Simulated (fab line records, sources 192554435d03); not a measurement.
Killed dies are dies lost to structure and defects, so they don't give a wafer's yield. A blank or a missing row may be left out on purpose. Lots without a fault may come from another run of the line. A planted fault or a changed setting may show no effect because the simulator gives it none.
Which tool did it? | flow n5_finfet | 9 lots, 27 wafers sampled, at 6 steps of a route of 1938

WHAT THE GAUGES READ, wafer by wafer
N5_HKMG_FIN_CD_MEAS_12: target cd 92.8 nm. Usual: cd_nm 93.0 nm, standard deviation 0.62.
lot  | measured    | on        | cd_nm (nm)     | flag
L448 | day 4 04:44 | cd_sem-03 | 92.9 92.1 93.9 |
L449 | day 4 11:32 | cd_sem-03 | 92.9 93.0 93.4 |
L459 | day 6 22:40 | cd_sem-02 | 92.3 92.7 92.0 |
L461 | day 7 10:12 | cd_sem-01 | 93.4 94.1 93.1 |
L467 | day 8 20:55 | cd_sem-03 | 78.7 77.8 78.1 | OFF
L468 | day 9 03:57 | cd_sem-01 | 93.1 92.4 93.1 |
L469 | day 9 08:43 | cd_sem-02 | 81.3 81.5 80.7 | OFF
L470 | day 9 18:32 | cd_sem-03 | 92.6 92.5 92.2 |
L471 | day 9 20:10 | cd_sem-02 | 92.8 92.6 92.6 |

N5_BEOL_M4_RC_MEAS_101. Usual: DIBL_N 35.9 mV/V, standard deviation 1.9; DIBL_P 35.8 mV/V, standard deviation 2.4; IOFF_N 0.15 nA/um, standard deviation 0.031; IOFF_P 0.21 nA/um, standard deviation 0.037; ION_N 672 uA/um, standard deviation 13; ION_P 462 uA/um, standard deviation 8.3; SS_N 71.5 mV/dec, standard deviation 0.72; SS_P 73.2 mV/dec, standard deviation 0.67; VT_N 250 mV, standard deviation 3.4; VT_P -250 mV, standard deviation 3.4.
lot  | measured     | on        | DIBL_N (mV/V)  | DIBL_P (mV/V)  | IOFF_N (nA/um) | IOFF_P (nA/um) | ION_N (uA/um) | ION_P (uA/um) | SS_N (mV/dec)  | SS_P (mV/dec)  | VT_N (mV)   | VT_P (mV)      | flag
L448 | day 7 22:57  | prober-02 | 37.0 36.5 36.5 | 37.6 35.3 36.1 | 0.15 0.13 0.13 | 0.22 0.18 0.19 | 676 657 660   | 466 450 457   | 71.2 71.2 71.4 | 73.8 73.2 72.7 | 250 253 252 | -250 -253 -251 |
L449 | day 8 08:36  | prober-01 | 36.6 34.4 35.2 | 36.7 35.1 36.2 | 0.16 0.12 0.14 | 0.23 0.21 0.23 | 671 640 667   | 469 456 472   | 71.6 70.6 70.9 | 73.5 73.6 73.5 | 250 257 253 | -248 -249 -249 |
L459 | day 11 04:35 | prober-02 | 37.5 36.8 39.8 | 36.0 35.3 39.6 | 0.17 0.16 0.23 | 0.22 0.21 0.31 | 689 670 699   | 475 464 482   | 71.7 71.8 72.4 | 72.8 72.9 73.8 | 248 248 243 | -247 -246 -241 |
L461 | day 11 05:10 | prober-01 | 36.8 35.0 34.6 | 38.0 35.3 36.1 | 0.17 0.14 0.14 | 0.24 0.20 0.21 | 676 655 679   | 465 459 470   | 71.6 71.8 71.0 | 73.1 73.2 73.0 | 249 253 249 | -245 -247 -246 |
L467 | day 12 12:03 | prober-01 | 36.3 33.1 34.3 | 34.0 30.0 32.4 | 0.16 0.10 0.12 | 0.20 0.14 0.17 | 682 656 669   | 465 453 461   | 71.4 71.2 70.8 | 73.8 72.4 72.6 | 250 254 252 | -250 -253 -255 |
L468 | day 13 07:49 | prober-01 | 37.3 35.4 35.8 | 37.4 36.2 35.8 | 0.19 0.16 0.17 | 0.26 0.23 0.23 | 682 676 688   | 470 472 471   | 71.5 70.8 70.9 | 73.0 73.6 72.9 | 244 247 247 | -246 -248 -248 |
L469 | day 13 22:16 | prober-02 | 36.2 37.0 35.5 | 39.0 39.4 37.0 | 0.16 0.16 0.14 | 0.23 0.22 0.19 | 667 662 672   | 459 451 461   | 71.7 71.6 71.8 | 73.3 73.5 73.1 | 252 249 252 | -248 -250 -250 |
L470 | day 13 22:01 | prober-01 | 38.1 37.9 35.8 | 39.6 38.2 37.0 | 0.19 0.18 0.15 | 0.26 0.23 0.20 | 677 696 674   | 462 474 464   | 72.5 72.1 71.2 | 74.5 74.2 74.0 | 246 249 251 | -246 -248 -251 |
L471 | day 14 01:53 | prober-02 | 34.6 36.8 36.9 | 33.6 35.7 35.7 | 0.13 0.17 0.16 | 0.20 0.23 0.23 | 674 690 682   | 473 475 473   | 70.6 71.4 71.3 | 72.7 73.0 72.5 | 250 249 253 | -251 -247 -247 |

WHICH TOOL RAN EACH LOT (tool, then ch and the chambers of the sampled wafers, then the start)
lot  | N5_HKMG_FIN_ETCH_55               | N5_HKMG_FIN_STRIP_57              | N5_HKMG_FIN_ALD_79                 | N5_HKMG_FIN_EXPOSE_09
L448 | rie_diel-04 ch 0,2,3, day 4 01:33 | rie_diel-04 ch 0,2,3, day 4 01:44 | ald_metal-02 ch 0,1,3, day 4 02:49 | arfi_scanner-01 ch 0, day 4 04:37
L449 | rie_diel-05 ch 0,1,3, day 4 08:17 | rie_diel-05 ch 0,1,3, day 4 08:29 | ald_metal-02 ch 0,1,2, day 4 09:34 | arfi_scanner-03 ch 0, day 4 11:24
L459 | rie_diel-04 ch 0,1,3, day 6 19:23 | rie_diel-04 ch 0,1,3, day 6 19:34 | ald_metal-02 ch 0,1,3, day 6 20:39 | arfi_scanner-02 ch 0, day 6 22:32
L461 | rie_diel-04 ch 1,2, day 7 07:05   | rie_diel-04 ch 1,2, day 7 07:17   | ald_metal-01 ch 0,1,2, day 7 08:22 | arfi_scanner-02 ch 0, day 7 10:05
L467 | rie_diel-05 ch 0,2, day 8 17:44   | rie_diel-05 ch 0,2, day 8 17:55   | ald_metal-04 ch 0,1,3, day 8 19:01 | arfi_scanner-02 ch 0, day 8 20:49
L468 | rie_diel-04 ch 1,2, day 9 00:20   | rie_diel-04 ch 1,2, day 9 00:37   | ald_metal-02 ch 2,3, day 9 02:02   | arfi_scanner-01 ch 0, day 9 03:50
L469 | rie_diel-04 ch 1,2,3, day 9 05:26 | rie_diel-04 ch 1,2,3, day 9 05:37 | ald_metal-04 ch 0,3, day 9 06:42   | arfi_scanner-02 ch 0, day 9 08:36
L470 | rie_diel-04 ch 0,2, day 9 15:20   | rie_diel-04 ch 0,2, day 9 15:32   | ald_metal-01 ch 0,1,3, day 9 16:37 | arfi_scanner-03 ch 0, day 9 18:25
L471 | rie_diel-05 ch 1,2, day 9 16:58   | rie_diel-05 ch 1,2, day 9 17:10   | ald_metal-01 ch 0,1,3, day 9 18:14 | arfi_scanner-01 ch 0, day 9 20:02
- N5_HKMG_FIN_ETCH_55: etches SOC in N2/H2, target depth 240 nm, time 300 s.
- N5_HKMG_FIN_STRIP_57: strips in CF4.
- N5_HKMG_FIN_ALD_79: deposits TiN, target thk 1.5 nm, pulse time 1 s, purge time 3 s.
- N5_HKMG_FIN_EXPOSE_09: exposes mask NWFM.

WHAT THE TOOLS THEMSELVES READ (means of the sampled wafers that have a number; where no wafer has one, the mark that the record gives instead)
N5_HKMG_FIN_ETCH_55. Usual: drypump_motor_current_A 5.7 A, standard deviation 0.55; oes_product_au 0.78 a.u., standard deviation 0.066; rf_fwd_power_W 837.6 W, standard deviation 2.4; rf_vpp_V 523.8 V, standard deviation 2.4; showerhead_plenum_p_Torr 2.54 Torr, standard deviation 0.085; throttle_valve_pct 17.97 %, standard deviation 0.19.
lot  | tool        | drypump_motor_current_A (A) | oes_product_au (a.u.) | rf_fwd_power_W (W) | rf_vpp_V (V) | showerhead_plenum_p_Torr (Torr) | throttle_valve_pct (%) | flag
L448 | rie_diel-04 | 5.3                         | 0.76                  | 837.8              | 525.1        | 2.59                            | 18.00                  |
L449 | rie_diel-05 | 5.8                         | 0.78                  | 838.4              | 522.5        | 2.50                            | 17.94                  |
L459 | rie_diel-04 | 5.6                         | 0.81                  | 837.4              | 524.3        | 2.57                            | 18.07                  |
L461 | rie_diel-04 | 5.2                         | 0.76                  | 839.5              | 526.0        | 2.62                            | 17.91                  |
L467 | rie_diel-05 | 6.0                         | 0.74                  | 836.8              | 523.6        | 2.54                            | 18.11                  |
L468 | rie_diel-04 | 5.5                         | 0.80                  | 837.7              | 525.5        | 2.59                            | 17.99                  |
L469 | rie_diel-04 | 5.2                         | 0.76                  | 839.7              | 524.7        | 2.55                            | 18.03                  |
L470 | rie_diel-04 | 5.2                         | 0.70                  | 841.8              | 527.0        | 2.64                            | 17.98                  |
L471 | rie_diel-05 | 6.2                         | 0.75                  | 835.7              | 522.5        | 2.46                            | 18.00                  |

N5_HKMG_FIN_STRIP_57. Usual: drypump_motor_current_A 5.7 A, standard deviation 0.55; oes_product_au 0.76 a.u., standard deviation 0.059; rf_fwd_power_W 293.1 W, standard deviation 1.2; rf_vpp_V 271.1 V, standard deviation 1.4; showerhead_plenum_p_Torr 1.79 Torr, standard deviation 0.055; throttle_valve_pct 13.70 %, standard deviation 0.16.
lot  | tool        | drypump_motor_current_A (A) | oes_product_au (a.u.) | rf_fwd_power_W (W) | rf_vpp_V (V) | showerhead_plenum_p_Torr (Torr) | throttle_valve_pct (%) | flag
L448 | rie_diel-04 | 5.3                         | 0.75                  | 292.4              | 271.6        | 1.82                            | 13.66                  |
L449 | rie_diel-05 | 5.7                         | 0.76                  | 293.7              | 271.1        | 1.76                            | 13.72                  |
L459 | rie_diel-04 | 5.6                         | 0.79                  | 293.4              | 272.2        | 1.81                            | 13.70                  |
L461 | rie_diel-04 | 5.2                         | 0.77                  | 291.8              | 271.6        | 1.84                            | 13.67                  |
L467 | rie_diel-05 | 6.0                         | 0.75                  | 291.3              | 271.7        | 1.78                            | 13.78                  |
L468 | rie_diel-04 | 5.5                         | 0.81                  | -                  | 272.0        | 1.83                            | 13.70                  | OFF
L469 | rie_diel-04 | 5.2                         | 0.76                  | 292.6              | 271.8        | 1.79                            | 13.74                  |
L470 | rie_diel-04 | 5.2                         | 0.72                  | 293.7              | 271.6        | 1.85                            | 13.72                  |
L471 | rie_diel-05 | 6.2                         | 0.73                  | 292.7              | 269.9        | 1.74                            | 13.84                  |

N5_HKMG_FIN_ALD_79. Usual: heater_power_outer_w 551 W, standard deviation 55; heater_power_w 888 W, standard deviation 74; precursor_pulse_height_rel 1.001, standard deviation 0.02.
lot  | tool         | heater_power_outer_w (W) | heater_power_w (W) | precursor_pulse_height_rel | flag
L448 | ald_metal-02 | 557                      | 886                | 1.037                      |
L449 | ald_metal-02 | 539                      | 905                | 0.996                      |
L459 | ald_metal-02 | 550                      | 888                | 1.012                      |
L461 | ald_metal-01 | 497                      | 823                | 1.009                      |
L467 | ald_metal-04 | 570                      | 885                | 1.010                      |
L468 | ald_metal-02 | 586                      | 964                | 0.997                      |
L469 | ald_metal-04 | 520                      | 834                | 0.989                      |
L470 | ald_metal-01 | 504                      | 823                | 1.009                      |
L471 | ald_metal-01 | 503                      | 824                | 1.025                      |

N5_HKMG_FIN_EXPOSE_09. Usual: exposure_dose_mJ_cm2 39.38, standard deviation 0.21.
lot  | tool            | exposure_dose_mJ_cm2 | flag
L448 | arfi_scanner-01 | 39.71                |
L449 | arfi_scanner-03 | 39.22                |
L459 | arfi_scanner-02 | 39.24                |
L461 | arfi_scanner-02 | 39.24                |
L467 | arfi_scanner-02 | 31.13                | OFF
L468 | arfi_scanner-01 | 39.74                |
L469 | arfi_scanner-02 | 32.77                | OFF
L470 | arfi_scanner-03 | 39.24                |
L471 | arfi_scanner-01 | 39.71                |

THE ANSWER, worked out from the rows above alone
Rule: a lot is off if the mean of its wafers that have a number lies more than 3 standard deviations from the usual mean. A lot without any number at a reading at which 4 lots or more have one is off too. The other lots that the step has rows for count as sound. The gauges are gone through in route order, then the tools' own readings, and for those a lot's mean is taken as printed above. The first step at which some lot is off is used, and at that step the reading that is off furthest; a lot without a number counts as furthest.
Off: L467, L469, at N5_HKMG_FIN_CD_MEAS_12 (cd_nm).
A tool fits if, at a process step before that reading, it ran every lot that is off, and no sound lot after the first of them. The gauges at N5_HKMG_FIN_CD_MEAS_12 aren't tried: what is off there is off at N5_HKMG_FIN_EXPOSE_09 too, on other tools, and a gauge's error can't cause that. Can't be told from this: 2 tools fit, ald_metal-04 at N5_HKMG_FIN_ALD_79, arfi_scanner-02 at N5_HKMG_FIN_EXPOSE_09.

WHAT THE SIMULATOR HAD PUT IN
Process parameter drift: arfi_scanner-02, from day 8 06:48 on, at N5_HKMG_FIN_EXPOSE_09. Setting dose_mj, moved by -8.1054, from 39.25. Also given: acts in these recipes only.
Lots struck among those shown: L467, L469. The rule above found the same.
